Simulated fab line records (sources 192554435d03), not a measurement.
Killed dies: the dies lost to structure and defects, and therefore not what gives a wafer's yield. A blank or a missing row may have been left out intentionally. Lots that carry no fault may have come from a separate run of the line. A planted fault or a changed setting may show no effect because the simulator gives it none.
Which tool was responsible? :: flow n5-finfet :: Sampling: 12 lots, 36 wafers, 4 of 1938 route steps

## WHAT EACH GAUGE READ, for each wafer
N5_BEOL_M2_THK_MEAS_53: measures by xrf.
lot: L075
measured: day 7 01:47
on: film-metro-02
M2_THK (nm): 40.2 39.7 41.0

lot: L077
measured: day 7 20:05
on: film-metro-02
M2_THK (nm): 40.4 40.6 42.9

lot: L079
measured: day 8 10:13
on: film-metro-02
M2_THK (nm): 40.5 36.8 40.0

lot: L081
measured: day 8 19:04
on: film-metro-01
M2_THK (nm): 37.1 38.7 40.6

lot: L082
measured: day 9 13:43
on: film-metro-01
M2_THK (nm): 37.4 37.8 40.0

lot: L085
measured: day 10 02:03
on: film-metro-01
M2_THK (nm): 38.1 40.9 38.3

lot: L087
measured: day 10 15:49
on: film-metro-02
M2_THK (nm): 39.1 40.6 39.3

lot: L089
measured: day 10 22:39
on: film-metro-02
M2_THK (nm): 40.2 38.5 39.1

lot: L091
measured: day 11 04:26
on: film-metro-01
M2_THK (nm): 36.4 39.0 37.3

lot: L093
measured: day 12 01:52
on: film-metro-02
M2_THK (nm): 40.4 39.5 37.1

lot: L095
measured: day 12 18:31
on: film-metro-01
M2_THK (nm): 40.2 40.6 40.0

lot: L097
measured: day 13 03:08
on: film-metro-02
M2_THK (nm): 37.9 37.1 36.7

## EACH LOT AND THE TOOL THAT RAN IT (in order: tool; ch and the chambers of the sampled wafers; start)
lot: L075
N5_BEOL_M2_DEGAS_44: pvd-sputter-03, day 6 22:32
N5_BEOL_M2_SPUTTER_90: pvd-sputter-01, day 7 00:20
N5_BEOL_M2_ANNEAL_95: pvd-sputter-01, day 7 00:52

lot: L077
N5_BEOL_M2_DEGAS_44: pvd-sputter-03, day 7 16:49
N5_BEOL_M2_SPUTTER_90: pvd-sputter-02, day 7 18:38
N5_BEOL_M2_ANNEAL_95: pvd-sputter-02, day 7 19:09

lot: L079
N5_BEOL_M2_DEGAS_44: pvd-sputter-03, day 8 05:17
N5_BEOL_M2_SPUTTER_90: pvd-sputter-02, day 8 07:05
N5_BEOL_M2_ANNEAL_95: pvd-sputter-02, day 8 07:36

lot: L081
N5_BEOL_M2_DEGAS_44: pvd-sputter-02, day 8 15:17
N5_BEOL_M2_SPUTTER_90: pvd-sputter-03, day 8 17:00
N5_BEOL_M2_ANNEAL_95: pvd-sputter-03, day 8 17:31

lot: L082
N5_BEOL_M2_DEGAS_44: pvd-sputter-03, day 9 09:44
N5_BEOL_M2_SPUTTER_90: pvd-sputter-03, day 9 11:34
N5_BEOL_M2_ANNEAL_95: pvd-sputter-03, day 9 12:05

lot: L085
N5_BEOL_M2_DEGAS_44: pvd-sputter-03, day 9 19:22
N5_BEOL_M2_SPUTTER_90: pvd-sputter-03, day 9 21:08
N5_BEOL_M2_ANNEAL_95: pvd-sputter-03, day 9 21:40

lot: L087
N5_BEOL_M2_DEGAS_44: pvd-sputter-02, day 10 09:20
N5_BEOL_M2_SPUTTER_90: pvd-sputter-02, day 10 11:25
N5_BEOL_M2_ANNEAL_95: pvd-sputter-02, day 10 11:56

lot: L089
N5_BEOL_M2_DEGAS_44: pvd-sputter-01, day 10 15:50
N5_BEOL_M2_SPUTTER_90: pvd-sputter-01, day 10 17:35
N5_BEOL_M2_ANNEAL_95: pvd-sputter-01, day 10 18:06

lot: L091
N5_BEOL_M2_DEGAS_44: pvd-sputter-01, day 11 00:23
N5_BEOL_M2_SPUTTER_90: pvd-sputter-01, day 11 02:26
N5_BEOL_M2_ANNEAL_95: pvd-sputter-01, day 11 02:57

lot: L093
N5_BEOL_M2_DEGAS_44: pvd-sputter-02, day 11 22:42
N5_BEOL_M2_SPUTTER_90: pvd-sputter-02, day 12 00:25
N5_BEOL_M2_ANNEAL_95: pvd-sputter-02, day 12 00:56

lot: L095
N5_BEOL_M2_DEGAS_44: pvd-sputter-03, day 12 15:03
N5_BEOL_M2_SPUTTER_90: pvd-sputter-02, day 12 17:04
N5_BEOL_M2_ANNEAL_95: pvd-sputter-02, day 12 17:35

lot: L097
N5_BEOL_M2_DEGAS_44: pvd-sputter-01, day 12 23:35
N5_BEOL_M2_SPUTTER_90: pvd-sputter-03, day 13 01:42
N5_BEOL_M2_ANNEAL_95: pvd-sputter-03, day 13 02:13
- N5_BEOL_M2_DEGAS_44: time 60 s.
- N5_BEOL_M2_SPUTTER_90: material Cu, target thk 4.5 nm, time 8.29 s.
- N5_BEOL_M2_ANNEAL_95: time 240 s.

## THE ANSWER, worked out from the rows above alone
Rule: the lots themselves supply what counts as usual. Put in order of their means at a reading, lots are off if they are a third of the lots or fewer, leave a main group of 4 or more, and stand apart from it by a gap of 3 or more times the standard deviation of the main group's means; of several such gaps the widest counts. A main group whose means are all the same, to the digits that the tables above print for the reading, isn't used. A lot without any number at a reading at which 4 lots or more have one is off too. The other lots that the step has rows for count as sound.
Nothing can be told from this: no lot is off at any reading shown.

## WHAT THE SIMULATOR PUT IN
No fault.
